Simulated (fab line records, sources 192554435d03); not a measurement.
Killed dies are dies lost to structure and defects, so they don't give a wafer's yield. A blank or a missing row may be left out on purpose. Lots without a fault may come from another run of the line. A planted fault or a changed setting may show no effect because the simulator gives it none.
fab line records | flow n5_finfet
record lots=12 wafers=32 last_day=21
route steps=1938 shown BEOL_M4@1097 BEOL_M5@1112 PASSIVATION@1936
lots that met no fault: from a run of the same line without faults
start_h: hours from the record's first day to the start of the lot's first wafer shown | wait_h: hours since the lot's step before | " the same as in the row above | L1.1+2: a row that stands for several wafers | - no value, or no start given | * or withheld: withheld | < > ~ a bound
route shown NAME@n: a module of which the file shows steps, and the number in the route of the first | usual: mean/standard deviation of fault-free wafers | same: alike in all rows | chamber/n: place in a boat | sites: the reading at each site | _std_site: their standard deviation | _edge_site: outer sites' mean less inner sites' | radius_mm: how far each site lies from the wafer's centre | mask NAME#n: copy n | behind: the tool/chamber that last shaped the wafer | hold: why the lot was held/for how many hours/how that ended | device: the transistor (n, p or np) that didn't switch | end of line: the same wafers' tests at the end of the route | a step without rows: its recipe alone | killed: dies lost to structure and defects at the first sort, not the wafer's yield | map: a wafer's dies, x killed, . not, _ none there
set.NAME: the setting as run; set.NAME@STEP: as run at that earlier step | model.NAME: the simulator's own value behind a step, which no gauge read
steps of the route over a sample of lots; a table a step, a row a wafer
services: from which hour (start_h, from the record's first day; less than 0 if before it) a tool's chamber was out of use, for how many hours, and why
## steps
# step N5_BEOL_M4_ANNEAL_93
# recipe temp_c=400 time_s=240 ambient=vacuum
# usual heater_power_w=837/83
# columns lot.wafer tool chamber start_h wait_h heater_power_w
L294.2 pvd_sputter-01 - 211.65 0.0 897
L294.5 " - " " 892
L294.6 " - " " 792
L298.1 pvd_sputter-03 - 217.72 0.0 970
L298.4 " - " " 906
L298.6 " - " " 867
L301.5 pvd_sputter-03 - 226.85 0.1 858
L301.6 " - " " 922
L300.4 pvd_sputter-01 - 230.09 0.0 699
L300.6 " - " " 700
L307.3 pvd_sputter-03 - 292.27 0.0 902
L307.5 " - " " 909
L310.2 pvd_sputter-01 - 330.45 0.0 888
L310.3 " - " " 762
L310.5 " - " " 751
L313.1 pvd_sputter-03 - 344.00 0.0 978
L313.4 " - " " 883
L311.1 pvd_sputter-01 - 348.45 0.0 784
L311.4 " - " " 688
L311.5 " - " " 770
L312.3 pvd_sputter-03 - 350.15 0.0 866
L312.4 " - " " 880
L312.6 " - " " 896
L315.1 pvd_sputter-01 - 352.63 0.0 890
L315.3 " - " " 800
L315.5 " - " " 777
L314.1 pvd_sputter-02 - 354.90 0.0 857
L314.3 " - " " 802
L314.6 " - " " 850
L316.1 pvd_sputter-02 - 374.05 0.0 958
L316.4 " - " " 781
L316.5 " - " " 949
# step N5_BEOL_M4_SPUTTER_94
# recipe material=Cu target_thk_a=45 temp_c=-20 chamber_pressure_pa=0.07 power_w=withheld time_s=8.29
# usual chuck_gas_flow_sccm=1.27/0.05 chuck_sensor_temp_C=-15.8/0.32 throttle_valve_pct=29.7/0.65
# columns lot.wafer tool chamber start_h wait_h chuck_gas_flow_sccm chuck_sensor_temp_C throttle_valve_pct
L294.2 pvd_sputter-01 - 211.79 0.1 1.28 -15.5 29.1
L294.5 " - " " 1.20 -15.4 29.0
L294.6 " - " " 1.13 -15.9 29.5
L298.1 pvd_sputter-03 - 217.86 0.1 1.35 -15.6 30.6
L298.4 " - " " 1.22 -15.9 30.4
L298.6 " - " " 1.29 -15.7 29.3
L301.5 pvd_sputter-03 - 226.96 0.0 1.30 -15.8 28.9
L301.6 " - " " 1.30 -15.9 30.0
L300.4 pvd_sputter-01 - 230.23 0.1 1.33 -15.8 29.8
L300.6 " - " " 1.32 -15.9 29.9
L307.3 pvd_sputter-03 - 292.41 0.1 1.25 -15.9 30.4
L307.5 " - " " 1.31 -15.8 30.1
L310.2 pvd_sputter-01 - 330.59 0.1 1.27 -15.3 29.0
L310.3 " - " " 1.32 -15.9 29.8
L310.5 " - " " 1.23 -16.0 29.8
L313.1 pvd_sputter-03 - 344.14 0.1 1.27 -15.6 30.6
L313.4 " - " " 1.34 -15.6 29.1
L311.1 pvd_sputter-01 - 348.59 0.1 1.30 -16.1 29.9
L311.4 " - " " 1.22 -15.9 29.7
L311.5 " - " " 1.21 -16.1 29.8
L312.3 pvd_sputter-03 - 350.29 0.1 1.28 -15.9 29.3
L312.4 " - " " 1.31 -16.2 30.3
L312.6 " - " " 1.29 -15.8 29.2
L315.1 pvd_sputter-01 - 352.77 0.1 1.34 -15.4 29.0
L315.3 " - " " 1.22 -15.9 29.7
L315.5 " - " " 1.23 -16.0 29.8
L314.1 pvd_sputter-02 - 355.04 0.1 1.39 -16.0 29.2
L314.3 " - " " 1.28 -15.2 27.8
L314.6 " - " " 1.37 -16.1 29.3
L316.1 pvd_sputter-02 - 374.19 0.1 1.27 -15.6 30.5
L316.4 " - " " 1.35 -16.3 30.0
L316.5 " - " " 1.16 -15.5 30.2
# step N5_BEOL_M5_ILD_DEP_00
# recipe material=SiCOH_lowk target_thk_a=1406.4 temp_c=300 precursor=DEMS/porogen pressure_torr=5 rf_w=500 time_s=25.9
# usual chamber_pressure_Torr=4.999/0.011 heater_power_w=316/57 showerhead_plenum_p_Torr=5.738/0.013 throttle_valve_pct=13.7/0.53
# columns lot.wafer tool chamber start_h wait_h chamber_pressure_Torr heater_power_w showerhead_plenum_p_Torr since_wet_clean_h throttle_valve_pct
L294.2 pecvd-04 1 214.08 0.7 5.006 247 5.726 510 13.6
L294.5 " 1 " " 4.992 252 5.741 - 13.7
L294.6 " 0 " " 5.014 367 5.714 - 14.2
L298.1 pecvd-01 0 220.27 0.8 5.001 323 5.705 1287 14.8
L298.4 " 2 " " 4.975 358 5.720 - 12.7
L298.6 " 1 " " 4.997 328 5.760 - 13.7
L301.5 pecvd-02 1 229.30 0.3 5.004 297 5.735 - 13.4
L301.6 " 1 " " 4.999 301 5.750 - 13.5
L300.4 pecvd-02 1 233.03 0.4 4.988 330 5.739 - 13.4
L300.6 " 1 " " 4.990 331 5.738 - 13.2
L307.3 pecvd-02 1 294.71 0.5 5.011 341 5.746 1905 13.3
L307.5 " 0 " " 4.999 297 5.732 - 14.3
L310.2 pecvd-04 2 332.87 0.7 5.013 304 5.745 283 13.5
L310.3 " 0 " " 4.997 411 5.708 1037 14.1
L310.5 " 1 " " 5.017 255 5.750 - 13.8
L313.1 pecvd-02 2 346.47 0.8 4.992 268 5.742 478 13.3
L313.4 " 0 " " 4.997 263 5.741 - 14.4
L311.1 pecvd-02 1 350.88 0.8 4.998 349 5.747 1961 13.4
L311.4 " 1 " " 4.987 354 5.738 - 13.3
L311.5 " 0 " " 4.992 281 5.737 - 14.5
L312.3 pecvd-04 2 352.83 0.5 4.977 347 5.747 303 13.7
L312.4 " 0 " " 5.005 426 5.736 - 14.0
L312.6 " 1 " " 5.006 233 5.732 - 13.9
L315.1 pecvd-04 1 355.07 0.8 4.990 227 5.751 651 14.1
L315.3 " 2 " " 5.003 331 5.741 305 13.8
L315.5 " 0 " " 4.990 447 5.733 - 14.0
L314.1 pecvd-01 0 357.40 0.8 5.025 336 5.716 1424 14.9
L314.3 " 1 " " 5.003 295 5.766 2149 13.9
L314.6 " 2 " " 5.008 365 5.736 - 12.5
L316.1 pecvd-02 2 376.47 0.8 4.988 257 5.751 508 13.4
L316.4 " 2 " " 4.992 264 5.723 - 13.6
L316.5 " 1 " " 5.013 321 5.753 - 13.4
# step N5_BEOL_M5_COAT_60
# recipe resist=SiARC temp_c=220 time_s=60 spin_rpm=1500 resist_thk_nm=12
# usual exhaust_pa=45.2/0.9 run_length_s=66.07/0.18
# columns lot.wafer tool chamber start_h wait_h exhaust_pa run_length_s
L294.2 litho_track-02 0 215.55 - 44.2 66.20
L294.5 " 0 " " 44.9 66.18
L294.6 " 0 " " 44.6 65.95
L298.1 litho_track-02 0 223.98 - 45.7 65.96
L298.4 " 0 " " 46.3 71.80
L298.6 " 0 " " 45.2 71.59
L301.5 litho_track-02 0 231.38 - 45.6 66.16
L301.6 " 0 " " 45.7 71.71
L300.4 litho_track-02 0 234.48 - 44.6 71.62
L300.6 " 0 " " 44.1 71.75
L307.3 litho_track-02 0 295.76 - 45.3 66.33
L307.5 " 0 " " 45.7 66.30
L310.2 litho_track-03 0 335.96 - 45.6 66.22
L310.3 " 0 " " 46.2 65.81
L310.5 " 0 " " 43.6 66.08
L313.1 litho_track-03 0 349.02 - 43.6 65.84
L313.4 " 0 " " 45.1 65.96
L311.1 litho_track-02 0 353.53 - 46.6 65.94
L311.4 " 0 " " 45.1 66.10
L311.5 " 0 " " 44.6 66.03
L312.3 litho_track-02 0 354.00 - 44.7 66.22
L312.4 " 0 " " 45.8 66.04
L312.6 " 0 " " 43.9 66.00
L315.1 litho_track-03 0 356.61 - 45.5 65.87
L315.3 " 0 " " 45.7 65.88
L315.5 " 0 " " 45.8 65.88
L314.1 litho_track-03 0 360.69 - 46.4 65.97
L314.3 " 0 " " 45.8 65.98
L314.6 " 0 " " 46.0 66.04
L316.1 litho_track-03 0 378.38 - 45.4 65.81
L316.4 " 0 " " 46.1 65.90
L316.5 " 0 " " 46.2 65.93
# step N5_PASSIVATION_PROBE_49
# usual defect_limited_yield=91.2/1.5 killed_at_M0_to_M3=35/12 killed_at_M4_up=14/5.1 killed_at_contacts=13/6 killed_at_front_end=38/12 killed_at_other=4/3.5 killed_dies=104/18 killed_open=68/13 killed_short=33/8.1 sort_bin_4_leakage=0.00/0.044 sort_bin_5_function=5.2/1 sort_bin_6_memory=3.2/0.69 sort_bin_8_speed=0.01/0.051 sort_n_pass=1076/18 sort_yield_pct=91.2/1.5
# same gross_dies=1180 killed_at_back_side=0
# columns lot.wafer tool chamber start_h wait_h defect_limited_yield[%] killed_at_M0_to_M3 killed_at_M4_up killed_at_contacts killed_at_front_end killed_at_other killed_dies killed_open killed_short sort_bin_4_leakage[%] sort_bin_5_function[%] sort_bin_6_memory[%] sort_bin_8_speed[%] sort_n_pass sort_yield_pct[%]
L294.2 prober-02 - 327.49 0.1 91.6 42 12 12 29 4 99 65 33 0 4.7 3.3 0 1081 91.6
L294.5 prober-02 - 327.64 0.2 91.0 41 7 12 36 10 106 72 33 0 5.8 3.1 0 1074 91.0
L294.6 prober-02 - 327.69 0.3 89.8 33 15 9 44 19 120 78 41 0 5.9 4.0 0 1060 89.8
L298.1 prober-01 - 331.33 0.0 87.3 52 20 16 60 2 150 103 47 0 8.3 4.1 0 1030 87.3
L298.4 prober-01 - 331.48 0.2 89.4 49 6 20 46 4 125 79 38 0.51 5.8 3.6 0 1049 88.9
L298.6 prober-01 - 331.58 0.3 87.5 50 9 22 58 8 147 99 33 0 8.2 4.1 0 1033 87.5
L301.5 prober-01 - 332.65 0.2 88.5 57 30 12 34 3 136 80 45 0 6.4 3.8 0 1044 88.5
L301.6 prober-01 - 332.70 0.3 91.9 41 10 12 23 9 95 60 31 0 4.5 3.2 0 1085 91.9
L300.4 prober-01 - 343.25 0.2 93.3 23 14 15 23 4 79 48 31 0 4.4 1.8 0 1101 93.3
L300.6 prober-01 - 343.35 0.3 88.1 39 13 7 80 1 140 95 42 0 7.4 4.2 0 1040 88.1
L307.3 prober-02 - 403.32 0.1 91.4 57 9 11 20 5 102 62 40 0 5.3 2.9 0 1078 91.4
L307.5 prober-02 - 403.42 0.2 92.1 54 11 8 15 5 93 56 36 0 4.1 3.5 0 1087 92.1
L310.2 prober-01 - 433.17 0.1 91.1 32 15 8 48 2 105 65 34 0 5.3 2.9 0 1075 91.1
L310.3 prober-01 - 433.22 0.1 93.3 19 14 4 37 5 79 52 25 0 4.2 2.2 0 1101 93.3
L310.5 prober-01 - 433.32 0.2 90.8 32 15 7 50 5 109 65 44 0 5.5 3.6 0 1071 90.8
L313.1 prober-02 - 453.21 0.0 89.9 32 18 19 42 8 119 89 30 0 5.9 4.0 0 1061 89.9
L313.4 prober-02 - 453.36 0.2 88.5 49 12 23 48 4 136 100 36 0 7.1 4.2 0 1044 88.5
L311.1 prober-02 - 453.79 0.0 92.5 31 7 11 39 1 89 52 28 0 4.6 2.0 0 1091 92.5
L311.4 prober-02 - 453.94 0.2 91.4 37 9 13 36 6 101 64 36 0 4.7 3.4 0 1079 91.4
L311.5 prober-02 - 453.99 0.2 93.1 29 14 8 30 1 82 46 27 0 4.1 1.9 0.08 1098 93.1
L312.3 prober-02 - 460.80 0.1 92.9 21 8 16 37 2 84 53 24 0 4.5 2.5 0 1096 92.9
L312.4 prober-02 - 460.85 0.2 90.4 40 20 11 41 1 113 74 34 0 4.3 4.7 0 1067 90.4
L312.6 prober-02 - 460.95 0.3 92.5 41 9 5 31 2 88 46 42 0 4.4 2.6 0 1092 92.5
L315.1 prober-02 - 461.33 0.0 91.1 38 17 22 28 0 105 69 32 0 6.4 2.4 0 1075 91.1
L315.3 prober-02 - 461.43 0.1 89.9 26 17 28 47 1 119 77 31 0 5.3 3.6 0 1061 89.9
L315.5 prober-02 - 461.53 0.2 90.7 39 12 23 34 2 110 77 26 0 5.1 3.6 0 1070 90.7
L314.1 prober-02 - 468.82 0.0 93.0 29 16 8 29 1 83 58 24 0 4.4 2.5 0 1097 93.0
L314.3 prober-02 - 468.92 0.1 92.9 36 25 5 16 2 84 64 20 0 4.2 2.7 0 1096 92.9
L314.6 prober-02 - 469.07 0.3 91.2 46 15 7 36 0 104 64 34 0 4.8 3.1 0.08 1076 91.2
L316.1 prober-02 - 500.25 0.0 89.7 37 15 6 48 16 122 69 47 0 6.2 3.8 0 1058 89.7
L316.4 prober-02 - 500.40 0.2 90.3 39 12 15 39 9 114 66 44 0 5.8 3.3 0 1066 90.3
L316.5 prober-02 - 500.45 0.2 90.1 31 6 24 43 13 117 78 34 0 6.1 3.0 0 1063 90.1
# killed by level:class
L294.2 BEOL_M0_SAQP:geometric_particle:open=14 BEOL_M0_SAQP:geometric_particle:short=13 MOL_CONTACT_COAG:geometric_particle:open=11 FIN_SAQP:geometric_particle:short=6 FIN_SAQP:geometric_particle:open=4 STI_FIN_REVEAL:geometric_particle:open=4 ILD0:geometric_particle:short=4 ILD0:geometric_particle:open=4
L294.5 BEOL_M0_SAQP:geometric_particle:open=21 FIN_SAQP:geometric_particle:short=12 BEOL_M0_SAQP:geometric_particle:short=11 MOL_CONTACT_COAG:geometric_particle:open=9 FIN_SAQP:geometric_particle:open=6 STI_FIN_REVEAL:geometric_particle:open=6 BEOL_M2:geometric_particle:open=5 PAD_METAL:geometric_particle:open=5
L294.6 FIN_SAQP:geometric_particle:open=13 FIN_SAQP:geometric_particle:short=12 BEOL_M3:geometric_particle:open=9 PAD_METAL:geometric_particle:short=9 BEOL_M4:geometric_particle:open=8 PAD_METAL:geometric_particle:open=8 MOL_CONTACT_COAG:geometric_particle:open=7 BEOL_M0_SAQP:geometric_particle:short=7
L298.1 STI_FIN_REVEAL:geometric_particle:open=24 BEOL_M1:geometric_particle:open=15 FIN_SAQP:geometric_particle:short=12 MOL_CONTACT_COAG:geometric_particle:open=12 BEOL_M3:geometric_particle:open=11 BEOL_M4:geometric_particle:open=8 BEOL_M0_SAQP:geometric_particle:open=7 STI_FIN_REVEAL:geometric_particle:short=5
L298.4 MOL_CONTACT_COAG:geometric_particle:open=14 BEOL_M2:geometric_particle:open=13 STI_FIN_REVEAL:geometric_particle:open=13 FIN_SAQP:geometric_particle:short=11 BEOL_M1:geometric_particle:open=9 HKMG_FIN:area_etch=8 BEOL_M0_SAQP:geometric_particle:short=7 BEOL_M3:geometric_particle:open=7
L298.6 STI_FIN_REVEAL:geometric_particle:open=24 MOL_CONTACT_COAG:geometric_particle:open=18 FIN_CUT:area_etch=14 BEOL_M2:geometric_particle:open=11 BEOL_M3:geometric_particle:open=11 BEOL_M1:geometric_particle:open=8 BEOL_M1:geometric_particle:short=7 BEOL_M0_SAQP:geometric_particle:open=6
L301.5 BEOL_M0_SAQP:geometric_particle:short=16 BEOL_M4:geometric_particle:open=15 BEOL_M1:geometric_particle:open=15 BEOL_M0_SAQP:geometric_particle:open=13 MOL_CONTACT_COAG:geometric_particle:open=9 HKMG_FIN:area_etch=8 FIN_SAQP:geometric_particle:open=7 BEOL_M2:geometric_particle:open=6
L301.6 BEOL_M0_SAQP:geometric_particle:open=13 MOL_CONTACT_COAG:geometric_particle:open=12 BEOL_M2:geometric_particle:open=9 BEOL_M0_SAQP:geometric_particle:short=8 BEOL_M4:geometric_particle:open=6 DUMMY_GATE:geometric_particle:open=4 BEOL_M1:geometric_particle:open=4 FIN_SAQP:geometric_particle:short=3
L300.4 MOL_CONTACT_COAG:geometric_particle:open=12 BEOL_M0_SAQP:geometric_particle:open=6 BEOL_M2:geometric_particle:open=6 FIN_SAQP:geometric_particle:short=5 BEOL_M4:geometric_particle:open=5 GATE_CUT:geometric_particle:short=4 GATE_CUT:geometric_particle:open=3 MOL_CONTACT_COAG:geometric_particle:short=3
L300.6 STI_FIN_REVEAL:geometric_particle:open=26 FIN_SAQP:geometric_particle:open=14 FIN_SAQP:geometric_particle:short=12 BEOL_M0_SAQP:geometric_particle:open=9 BEOL_M1:geometric_particle:open=9 STI_FIN_REVEAL:geometric_particle:short=8 MOL_CONTACT_COAG:geometric_particle:open=6 DUMMY_GATE:geometric_particle:open=5
L307.3 BEOL_M1:geometric_particle:short=13 BEOL_M1:geometric_particle:open=9 MOL_CONTACT_COAG:geometric_particle:open=9 FIN_SAQP:geometric_particle:short=8 BEOL_M2:geometric_particle:open=8 BEOL_M3:geometric_particle:open=8 BEOL_M0_SAQP:geometric_particle:open=6 BEOL_M0:geometric_particle:open=6
L307.5 BEOL_M3:geometric_particle:open=13 BEOL_M2:geometric_particle:open=13 BEOL_M0_SAQP:geometric_particle:short=9 FIN_SAQP:geometric_particle:short=7 MOL_CONTACT_COAG:geometric_particle:open=5 BEOL_M0_SAQP:geometric_particle:open=5 STI_FIN_REVEAL:geometric_particle:open=4 BEOL_M0:geometric_particle:open=4
L310.2 FIN_SAQP:geometric_particle:open=14 FIN_SAQP:geometric_particle:short=12 BEOL_M4:geometric_particle:open=10 MOL_CONTACT_COAG:geometric_particle:open=8 BEOL_M2:geometric_particle:open=7 DUMMY_GATE:geometric_particle:open=6 HKMG_FIN:area_etch=6 BEOL_M2:geometric_particle:short=5
L310.3 FIN_SAQP:geometric_particle:short=7 BEOL_M3:geometric_particle:open=6 FIN_SAQP:geometric_particle:open=5 ILD0:geometric_particle:open=5 DUMMY_GATE:geometric_particle:open=4 BEOL_M4:geometric_particle:open=4 BEOL_M5:geometric_particle:open=4 MOL_CONTACT_COAG:geometric_particle:open=3
L310.5 FIN_SAQP:geometric_particle:short=14 FIN_SAQP:geometric_particle:open=13 BEOL_M2:geometric_particle:open=9 BEOL_M0:geometric_particle:open=6 BEOL_M4:geometric_particle:open=5 ILD0:geometric_particle:short=4 MOL_CONTACT_COAG:geometric_particle:open=4 STARTING-WAFER:geometric_particle:open=4
L313.1 MOL_CONTACT_COAG:geometric_particle:open=14 STI_FIN_REVEAL:geometric_particle:open=12 BEOL_M3:geometric_particle:open=11 FIN_SAQP:geometric_particle:open=10 BEOL_M4:geometric_particle:open=9 BEOL_M0_SAQP:geometric_particle:open=6 MOL_CONTACT_COAG:geometric_particle:short=5 BEOL_M4:geometric_particle:short=5
L313.4 MOL_CONTACT_COAG:geometric_particle:open=19 FIN_SAQP:geometric_particle:open=15 BEOL_M0:geometric_particle:open=12 BEOL_M3:geometric_particle:open=12 BEOL_M1:geometric_particle:open=8 STI_FIN_REVEAL:geometric_particle:open=7 FIN_SAQP:geometric_particle:short=6 BEOL_M0_SAQP:geometric_particle:open=6
L311.1 MOL_CONTACT_COAG:geometric_particle:open=10 HKMG_FIN:area_etch=9 BEOL_M1:geometric_particle:open=7 STI_FIN_REVEAL:geometric_particle:open=6 BEOL_M0_SAQP:geometric_particle:short=6 BEOL_M1:geometric_particle:short=5 BEOL_M4:geometric_particle:open=5 STARTING-WAFER:geometric_particle:short=5
L311.4 MOL_CONTACT_COAG:geometric_particle:open=11 BEOL_M3:geometric_particle:open=10 BEOL_M2:geometric_particle:open=9 FIN_SAQP:geometric_particle:open=8 STI_FIN_REVEAL:geometric_particle:open=8 STARTING-WAFER:geometric_particle:short=7 BEOL_M0_SAQP:geometric_particle:short=5 BEOL_M0_SAQP:geometric_particle:open=4
L311.5 MOL_CONTACT_COAG:geometric_particle:open=8 BEOL_M0_SAQP:geometric_particle:short=8 BEOL_M3:geometric_particle:open=8 HKMG_FIN:area_etch=8 BEOL_M4:geometric_particle:short=6 BEOL_M0_SAQP:geometric_particle:open=4 GATE_CUT:geometric_particle:short=3 GATE_CUT:geometric_particle:open=3
L312.3 MOL_CONTACT_COAG:geometric_particle:open=15 FIN_SAQP:geometric_particle:short=7 FIN_CUT:area_etch=7 STI_FIN_REVEAL:geometric_particle:open=5 BEOL_M0_SAQP:geometric_particle:short=4 BEOL_M1:geometric_particle:open=4 BEOL_M2:geometric_particle:open=4 DUMMY_GATE:geometric_particle:open=3
L312.4 BEOL_M0_SAQP:geometric_particle:open=12 BEOL_M3:geometric_particle:open=10 MOL_CONTACT_COAG:geometric_particle:open=9 BEOL_M4:geometric_particle:open=9 BEOL_M0_SAQP:geometric_particle:short=8 FIN_SAQP:geometric_particle:open=7 GATE_CUT:geometric_particle:short=7 STI_FIN_REVEAL:geometric_particle:open=6
L312.6 FIN_SAQP:geometric_particle:short=12 BEOL_M0_SAQP:geometric_particle:short=10 BEOL_M2:geometric_particle:open=7 BEOL_M3:geometric_particle:open=6 GATE_CUT:geometric_particle:short=5 FIN_SAQP:geometric_particle:open=4 MOL_CONTACT_COAG:geometric_particle:open=4 BEOL_M0_SAQP:geometric_particle:open=4
L315.1 MOL_CONTACT_COAG:geometric_particle:open=20 BEOL_M0_SAQP:geometric_particle:open=10 BEOL_M4:geometric_particle:open=8 BEOL_M2:geometric_particle:open=7 BEOL_M0:geometric_particle:short=6 BEOL_M0_SAQP:geometric_particle:short=5 BEOL_M5:geometric_particle:open=5 STI_FIN_REVEAL:geometric_particle:open=4
L315.3 MOL_CONTACT_COAG:geometric_particle:open=24 STI_FIN_REVEAL:geometric_particle:open=16 HKMG_FIN:area_etch=9 BEOL_M4:geometric_particle:open=7 BEOL_M0_SAQP:geometric_particle:short=5 BEOL_M3:geometric_particle:open=5 GATE_CUT:geometric_particle:short=4 MOL_CONTACT_COAG:geometric_particle:short=4
L315.5 MOL_CONTACT_COAG:geometric_particle:open=18 BEOL_M0_SAQP:geometric_particle:open=11 BEOL_M3:geometric_particle:open=7 BEOL_M1:geometric_particle:open=7 STI_FIN_REVEAL:geometric_particle:open=6 BEOL_M4:geometric_particle:open=6 HKMG_FIN:area_etch=6 STARTING-WAFER:geometric_particle:short=5
L314.1 FIN_SAQP:geometric_particle:open=8 STI_FIN_REVEAL:geometric_particle:open=7 MOL_CONTACT_COAG:geometric_particle:open=7 BEOL_M0_SAQP:geometric_particle:open=6 FIN_SAQP:geometric_particle:short=5 BEOL_M3:geometric_particle:open=5 BEOL_M2:geometric_particle:open=4 BEOL_M4:geometric_particle:open=4
L314.3 BEOL_M0_SAQP:geometric_particle:open=9 BEOL_M4:geometric_particle:open=8 BEOL_M2:geometric_particle:open=7 BEOL_M5:geometric_particle:open=6 BEOL_M3:geometric_particle:open=5 BEOL_M0_SAQP:geometric_particle:short=5 FIN_SAQP:geometric_particle:open=4 MOL_CONTACT_COAG:geometric_particle:open=4
L314.6 BEOL_M0_SAQP:geometric_particle:open=9 BEOL_M1:geometric_particle:open=9 GATE_CUT:geometric_particle:short=7 MOL_CONTACT_COAG:geometric_particle:open=7 DUMMY_GATE:geometric_particle:open=6 BEOL_M2:geometric_particle:open=6 BEOL_M3:geometric_particle:open=6 BEOL_M4:geometric_particle:open=6
L316.1 FIN_SAQP:geometric_particle:open=12 BEOL_M1:geometric_particle:open=9 FIN_SAQP:geometric_particle:short=8 GATE_CUT:geometric_particle:short=8 BEOL_M0_SAQP:geometric_particle:open=8 BEOL_M3:geometric_particle:open=7 BEOL_M0_SAQP:geometric_particle:short=6 STI_FIN_REVEAL:geometric_particle:open=5
L316.4 MOL_CONTACT_COAG:geometric_particle:open=11 BEOL_M1:geometric_particle:open=11 FIN_SAQP:geometric_particle:open=9 FIN_SAQP:geometric_particle:short=8 BEOL_M3:geometric_particle:open=8 BEOL_M0_SAQP:geometric_particle:short=6 BEOL_M1:geometric_particle:short=6 STI_FIN_REVEAL:geometric_particle:open=5
L316.5 MOL_CONTACT_COAG:geometric_particle:open=18 BEOL_M3:geometric_particle:open=9 FIN_SAQP:geometric_particle:open=8 BEOL_M2:geometric_particle:open=8 STI_FIN_REVEAL:geometric_particle:open=7 GATE_CUT:geometric_particle:short=7 MOL_CONTACT_COAG:geometric_particle:short=6 BEOL_M0_SAQP:geometric_particle:open=6
## services
# columns tool chamber start_h hours kind
pecvd-02 2 206.75 10.2 scheduled_down
pecvd-02 1 216.95 2.1 scheduled_down
pecvd-02 0 218.00 15.7 repair
pecvd-02 2 228.89 4.6 repair
pecvd-04 0 234.41 21.7 repair
litho_track-02 - 260.68 - consumable_replace:filter
pecvd-02 1 276.46 5.5 scheduled_down
pvd_sputter-01 - 292.47 20.0 repair
pecvd-04 2 309.68 5.5 scheduled_down
pvd_sputter-03 - 330.45 9.5 repair
pvd_sputter-01 - 332.53 0.6 repair
pecvd-01 - 341.21 14.6 pm
pvd_sputter-02 - 364.81 6.2 repair
## key
first_sign step=N5_BEOL_M5_COAT_60 reading=run_length_s direction=up sigmas=30 usual=* struck=*
effect none on later readings
met_at N5_BEOL_M5_COAT_60
struck_lots L298,L300,L301
struck_wafers L298.4,L298.6,L300.4,L300.6,L301.6
baseline_loss step=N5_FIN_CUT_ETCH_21 wafers=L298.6
not_acting_at N5_BEOL_M4_ANNEAL_93,N5_BEOL_M4_SPUTTER_94,N5_BEOL_M5_ILD_DEP_00
onset_between 215.55 223.98
fault kind=process_parameter_drift tool=litho_track-02 chamber=- onset_h=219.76 steps=N5_BEOL_M5_COAT_60 channel=time_s offset=* shape=step end_h=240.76 scope=struck_wafers_only acts_in=* stated=*
# baseline_loss: these wafers lose ten dies or more at that step, a loss of the line's own and not of a fault; the sort's usual values leave them out
